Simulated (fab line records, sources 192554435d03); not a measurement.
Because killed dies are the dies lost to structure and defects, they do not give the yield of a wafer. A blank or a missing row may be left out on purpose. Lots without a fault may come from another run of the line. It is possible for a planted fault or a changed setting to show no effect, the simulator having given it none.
What tool caused it? / flow n5_finfet / Sampling: 10 lots, 29 wafers, 4 of 1938 route steps

== WHAT EACH GAUGE READ, for each wafer ==
N5_BEOL_M5_CD_MEAS_35: target cd 28 nm, target cd y 24 nm. Usual: cd_nm 28.0 nm, standard deviation 0.32.
lot=L516; measured=day 8 07:28; on=cd_sem-01; cd_nm (nm)=28.0 27.8 27.8; flag=
lot=L515; measured=day 8 07:43; on=cd_sem-02; cd_nm (nm)=28.7 27.9 28.3; flag=
lot=L518; measured=day 8 16:51; on=cd_sem-03; cd_nm (nm)=28.2 28.6 28.7; flag=
lot=L523; measured=day 10 08:56; on=cd_sem-01; cd_nm (nm)=28.1 27.9 28.0; flag=
lot=L532; measured=day 12 06:31; on=cd_sem-03; cd_nm (nm)=27.6 27.7 28.2; flag=
lot=L530; measured=day 12 09:06; on=cd_sem-01; cd_nm (nm)=27.2 27.7 27.1; flag=
lot=L533; measured=day 12 20:07; on=cd_sem-02; cd_nm (nm)=28.0 28.0; flag=
lot=L535; measured=day 13 04:45; on=cd_sem-03; cd_nm (nm)=27.6 28.1 27.8; flag=
lot=L536; measured=day 13 13:56; on=cd_sem-01; cd_nm (nm)=28.1 28.1 28.3; flag=
lot=L537; measured=day 13 14:09; on=cd_sem-01; cd_nm (nm)=27.8 28.0 28.1; flag=

== TOOL THAT RAN EACH LOT (tool first, then ch and the chambers of the sampled wafers, then the start) ==
lot=L516; N5_BEOL_M5_ETCH_67=rie_diel-05 ch 1,2, day 8 06:57; N5_BEOL_M5_STRIP_36=rie_diel-05 ch 1,2, day 8 07:07; N5_BEOL_M5_STRIP_91=rie_diel-05 ch 1,2, day 8 07:28 or earlier
lot=L515; N5_BEOL_M5_ETCH_67=rie_diel-01 ch 0,1,2, day 8 07:12; N5_BEOL_M5_STRIP_36=rie_diel-01 ch 0,1,2, day 8 07:23; N5_BEOL_M5_STRIP_91=rie_diel-01 ch 0,1,2, day 8 07:43 or earlier
lot=L518; N5_BEOL_M5_ETCH_67=rie_diel-06 ch 1,2,3, day 8 16:20; N5_BEOL_M5_STRIP_36=rie_diel-06 ch 1,2,3, day 8 16:31; N5_BEOL_M5_STRIP_91=rie_diel-06 ch 1,2,3, day 8 16:51 or earlier
lot=L523; N5_BEOL_M5_ETCH_67=rie_diel-06 ch 1,3, day 10 08:25; N5_BEOL_M5_STRIP_36=rie_diel-06 ch 1,3, day 10 08:35; N5_BEOL_M5_STRIP_91=rie_diel-06 ch 1,3, day 10 08:56 or earlier
lot=L532; N5_BEOL_M5_ETCH_67=rie_diel-01 ch 0,1,3, day 12 06:00; N5_BEOL_M5_STRIP_36=rie_diel-01 ch 0,1,3, day 12 06:10; N5_BEOL_M5_STRIP_91=rie_diel-01 ch 0,1,3, day 12 06:31 or earlier
lot=L530; N5_BEOL_M5_ETCH_67=rie_diel-05 ch 0,2,3, day 12 08:35; N5_BEOL_M5_STRIP_36=rie_diel-05 ch 0,2,3, day 12 08:45; N5_BEOL_M5_STRIP_91=rie_diel-05 ch 0,2,3, day 12 09:06 or earlier
lot=L533; N5_BEOL_M5_ETCH_67=rie_diel-06 ch 0,3, day 12 19:35; N5_BEOL_M5_STRIP_36=rie_diel-06 ch 0,3, day 12 19:46; N5_BEOL_M5_STRIP_91=rie_diel-06 ch 0,3, day 12 20:07 or earlier
lot=L535; N5_BEOL_M5_ETCH_67=rie_diel-01 ch 0,2,3, day 13 04:14; N5_BEOL_M5_STRIP_36=rie_diel-01 ch 0,2,3, day 13 04:25; N5_BEOL_M5_STRIP_91=rie_diel-01 ch 0,2,3, day 13 04:45 or earlier
lot=L536; N5_BEOL_M5_ETCH_67=rie_diel-06 ch 0,1, day 13 13:25; N5_BEOL_M5_STRIP_36=rie_diel-06 ch 0,1, day 13 13:35; N5_BEOL_M5_STRIP_91=rie_diel-06 ch 0,1, day 13 13:56 or earlier
lot=L537; N5_BEOL_M5_ETCH_67=rie_diel-01 ch 0,1, day 13 13:37; N5_BEOL_M5_STRIP_36=rie_diel-01 ch 0,1, day 13 13:48; N5_BEOL_M5_STRIP_91=rie_diel-01 ch 0,1, day 13 14:09 or earlier
- N5_BEOL_M5_ETCH_67: etches SiARC in CF4, target depth 15.6 nm, time 26 s.
- N5_BEOL_M5_STRIP_36: strips in N2/H2.
- N5_BEOL_M5_STRIP_91: strips in N2/H2, time 10 s.

== WHAT THE TOOLS THEMSELVES READ (means of the sampled wafers that have a number; where no wafer has one, the mark that the record gives instead) ==
N5_BEOL_M5_ETCH_67. Usual: for bias_w, 35.99 W with a standard deviation of 0.11; for drypump_motor_current_A, 5.8 A with a standard deviation of 0.36; for etch_rf_on_time_s, 26.1 s with a standard deviation of 0.35; for oes_product_au, 0.67 a.u. with a standard deviation of 0.073; for rf_vpp_V, 184.0 V with a standard deviation of 1.2; for showerhead_plenum_p_Torr, 2.13 Torr with a standard deviation of 0.071; for throttle_valve_pct, 15.68 % with a standard deviation of 0.23.
lot=L516; tool=rie_diel-05; bias_w (W)=35.93; drypump_motor_current_A (A)=6.2; etch_rf_on_time_s (s)=26.1; oes_product_au (a.u.)=0.61; rf_vpp_V (V)=184.8; showerhead_plenum_p_Torr (Torr)=2.15; throttle_valve_pct (%)=15.92; flag=
lot=L515; tool=rie_diel-01; bias_w (W)=35.86; drypump_motor_current_A (A)=5.6; etch_rf_on_time_s (s)=26.0; oes_product_au (a.u.)=0.65; rf_vpp_V (V)=185.0; showerhead_plenum_p_Torr (Torr)=2.17; throttle_valve_pct (%)=15.75; flag=
lot=L518; tool=rie_diel-06; bias_w (W)=35.93; drypump_motor_current_A (A)=6.1; etch_rf_on_time_s (s)=26.0; oes_product_au (a.u.)=0.71; rf_vpp_V (V)=184.2; showerhead_plenum_p_Torr (Torr)=2.16; throttle_valve_pct (%)=15.59; flag=
lot=L523; tool=rie_diel-06; bias_w (W)=36.13; drypump_motor_current_A (A)=6.1; etch_rf_on_time_s (s)=22.1; oes_product_au (a.u.)=0.87; rf_vpp_V (V)=183.5; showerhead_plenum_p_Torr (Torr)=2.15; throttle_valve_pct (%)=15.45; flag=OFF
lot=L532; tool=rie_diel-01; bias_w (W)=35.95; drypump_motor_current_A (A)=5.4; etch_rf_on_time_s (s)=26.2; oes_product_au (a.u.)=0.61; rf_vpp_V (V)=184.3; showerhead_plenum_p_Torr (Torr)=2.12; throttle_valve_pct (%)=15.74; flag=
lot=L530; tool=rie_diel-05; bias_w (W)=36.04; drypump_motor_current_A (A)=5.9; etch_rf_on_time_s (s)=26.2; oes_product_au (a.u.)=0.69; rf_vpp_V (V)=184.2; showerhead_plenum_p_Torr (Torr)=2.13; throttle_valve_pct (%)=15.65; flag=
lot=L533; tool=rie_diel-06; bias_w (W)=36.03; drypump_motor_current_A (A)=5.9; etch_rf_on_time_s (s)=25.9; oes_product_au (a.u.)=0.70; rf_vpp_V (V)=183.4; showerhead_plenum_p_Torr (Torr)=2.08; throttle_valve_pct (%)=15.46; flag=
lot=L535; tool=rie_diel-01; bias_w (W)=36.10; drypump_motor_current_A (A)=5.6; etch_rf_on_time_s (s)=26.4; oes_product_au (a.u.)=0.62; rf_vpp_V (V)=183.6; showerhead_plenum_p_Torr (Torr)=2.10; throttle_valve_pct (%)=15.79; flag=
lot=L536; tool=rie_diel-06; bias_w (W)=35.95; drypump_motor_current_A (A)=6.2; etch_rf_on_time_s (s)=25.8; oes_product_au (a.u.)=0.70; rf_vpp_V (V)=184.9; showerhead_plenum_p_Torr (Torr)=2.19; throttle_valve_pct (%)=15.47; flag=
lot=L537; tool=rie_diel-01; bias_w (W)=35.89; drypump_motor_current_A (A)=5.4; etch_rf_on_time_s (s)=25.7; oes_product_au (a.u.)=0.78; rf_vpp_V (V)=184.7; showerhead_plenum_p_Torr (Torr)=2.17; throttle_valve_pct (%)=15.44; flag=

N5_BEOL_M5_STRIP_36. Usual: drypump_motor_current_A 5.8 A, standard deviation 0.36; oes_product_au 0.78 a.u., standard deviation 0.085; rf_vpp_V 59.2 V, standard deviation 1.4; showerhead_plenum_p_Torr 2.52 Torr, standard deviation 0.09; throttle_valve_pct 23.68 %, standard deviation 0.24.
lot=L516; tool=rie_diel-05; drypump_motor_current_A (A)=6.2; oes_product_au (a.u.)=0.73; rf_vpp_V (V)=57.5; showerhead_plenum_p_Torr (Torr)=2.56; throttle_valve_pct (%)=23.89; flag=
lot=L515; tool=rie_diel-01; drypump_motor_current_A (A)=5.6; oes_product_au (a.u.)=0.77; rf_vpp_V (V)=59.6; showerhead_plenum_p_Torr (Torr)=2.57; throttle_valve_pct (%)=23.67; flag=
lot=L518; tool=rie_diel-06; drypump_motor_current_A (A)=6.1; oes_product_au (a.u.)=0.84; rf_vpp_V (V)=60.1; showerhead_plenum_p_Torr (Torr)=2.57; throttle_valve_pct (%)=23.85; flag=
lot=L523; tool=rie_diel-06; drypump_motor_current_A (A)=6.1; oes_product_au (a.u.)=0.90; rf_vpp_V (V)=58.4; showerhead_plenum_p_Torr (Torr)=2.56; throttle_valve_pct (%)=23.69; flag=
lot=L532; tool=rie_diel-01; drypump_motor_current_A (A)=5.4; oes_product_au (a.u.)=0.72; rf_vpp_V (V)=58.4; showerhead_plenum_p_Torr (Torr)=2.51; throttle_valve_pct (%)=23.68; flag=
lot=L530; tool=rie_diel-05; drypump_motor_current_A (A)=5.8; oes_product_au (a.u.)=0.81; rf_vpp_V (V)=58.7; showerhead_plenum_p_Torr (Torr)=2.53; throttle_valve_pct (%)=23.71; flag=
lot=L533; tool=rie_diel-06; drypump_motor_current_A (A)=5.9; oes_product_au (a.u.)=0.81; rf_vpp_V (V)=60.4; showerhead_plenum_p_Torr (Torr)=2.46; throttle_valve_pct (%)=23.50; flag=
lot=L535; tool=rie_diel-01; drypump_motor_current_A (A)=5.6; oes_product_au (a.u.)=0.73; rf_vpp_V (V)=58.8; showerhead_plenum_p_Torr (Torr)=2.49; throttle_valve_pct (%)=23.72; flag=
lot=L536; tool=rie_diel-06; drypump_motor_current_A (A)=6.2; oes_product_au (a.u.)=0.82; rf_vpp_V (V)=59.0; showerhead_plenum_p_Torr (Torr)=2.60; throttle_valve_pct (%)=23.61; flag=
lot=L537; tool=rie_diel-01; drypump_motor_current_A (A)=5.4; oes_product_au (a.u.)=0.92; rf_vpp_V (V)=59.9; showerhead_plenum_p_Torr (Torr)=2.58; throttle_valve_pct (%)=23.45; flag=

N5_BEOL_M5_STRIP_91. Usual: drypump_motor_current_A 5.8 A, standard deviation 0.36; oes_product_au 0.78 a.u., standard deviation 0.085; rf_vpp_V 59.1 V, standard deviation 0.8; showerhead_plenum_p_Torr 2.52 Torr, standard deviation 0.09; throttle_valve_pct 23.68 %, standard deviation 0.24.
lot=L516; tool=rie_diel-05; drypump_motor_current_A (A)=6.2; oes_product_au (a.u.)=0.72; rf_vpp_V (V)=60.0; showerhead_plenum_p_Torr (Torr)=2.56; throttle_valve_pct (%)=23.87; flag=
lot=L515; tool=rie_diel-01; drypump_motor_current_A (A)=5.6; oes_product_au (a.u.)=0.76; rf_vpp_V (V)=59.5; showerhead_plenum_p_Torr (Torr)=2.57; throttle_valve_pct (%)=23.67; flag=
lot=L518; tool=rie_diel-06; drypump_motor_current_A (A)=6.1; oes_product_au (a.u.)=0.84; rf_vpp_V (V)=59.6; showerhead_plenum_p_Torr (Torr)=2.57; throttle_valve_pct (%)=23.84; flag=
lot=L523; tool=rie_diel-06; drypump_motor_current_A (A)=6.1; oes_product_au (a.u.)=0.89; rf_vpp_V (V)=58.6; showerhead_plenum_p_Torr (Torr)=2.56; throttle_valve_pct (%)=23.69; flag=
lot=L532; tool=rie_diel-01; drypump_motor_current_A (A)=5.4; oes_product_au (a.u.)=0.72; rf_vpp_V (V)=59.4; showerhead_plenum_p_Torr (Torr)=2.51; throttle_valve_pct (%)=23.68; flag=
lot=L530; tool=rie_diel-05; drypump_motor_current_A (A)=5.8; oes_product_au (a.u.)=0.82; rf_vpp_V (V)=59.3; showerhead_plenum_p_Torr (Torr)=2.53; throttle_valve_pct (%)=23.69; flag=
lot=L533; tool=rie_diel-06; drypump_motor_current_A (A)=5.9; oes_product_au (a.u.)=0.81; rf_vpp_V (V)=58.5; showerhead_plenum_p_Torr (Torr)=2.46; throttle_valve_pct (%)=23.48; flag=
lot=L535; tool=rie_diel-01; drypump_motor_current_A (A)=5.6; oes_product_au (a.u.)=0.73; rf_vpp_V (V)=58.8; showerhead_plenum_p_Torr (Torr)=2.49; throttle_valve_pct (%)=23.72; flag=
lot=L536; tool=rie_diel-06; drypump_motor_current_A (A)=6.2; oes_product_au (a.u.)=0.81; rf_vpp_V (V)=59.0; showerhead_plenum_p_Torr (Torr)=2.60; throttle_valve_pct (%)=23.61; flag=
lot=L537; tool=rie_diel-01; drypump_motor_current_A (A)=5.4; oes_product_au (a.u.)=0.92; rf_vpp_V (V)=58.9; showerhead_plenum_p_Torr (Torr)=2.58; throttle_valve_pct (%)=23.44; flag=

== THE ANSWER, worked out from the rows above alone ==
Rule: a lot is off if the mean of its wafers that have a number lies more than 3 standard deviations from the usual mean. A lot without any number at a reading at which 4 lots or more have one is off too. All remaining lots with rows at the step are treated as sound. The gauges are gone through in route order, then the tools' own readings, and for those a lot's mean is taken as printed above. The first step at which some lot is off is used, and at that step the reading that is off furthest; a lot without a number counts as furthest.
Off, at N5_BEOL_M5_ETCH_67 on etch_rf_on_time_s: L523.
A tool fits if, at that step or a process step before it, it ran every lot that is off, and no sound lot after the first of them. No candidate that was tried fits.

== WHAT HAD BEEN PUT IN BY THE SIMULATOR ==
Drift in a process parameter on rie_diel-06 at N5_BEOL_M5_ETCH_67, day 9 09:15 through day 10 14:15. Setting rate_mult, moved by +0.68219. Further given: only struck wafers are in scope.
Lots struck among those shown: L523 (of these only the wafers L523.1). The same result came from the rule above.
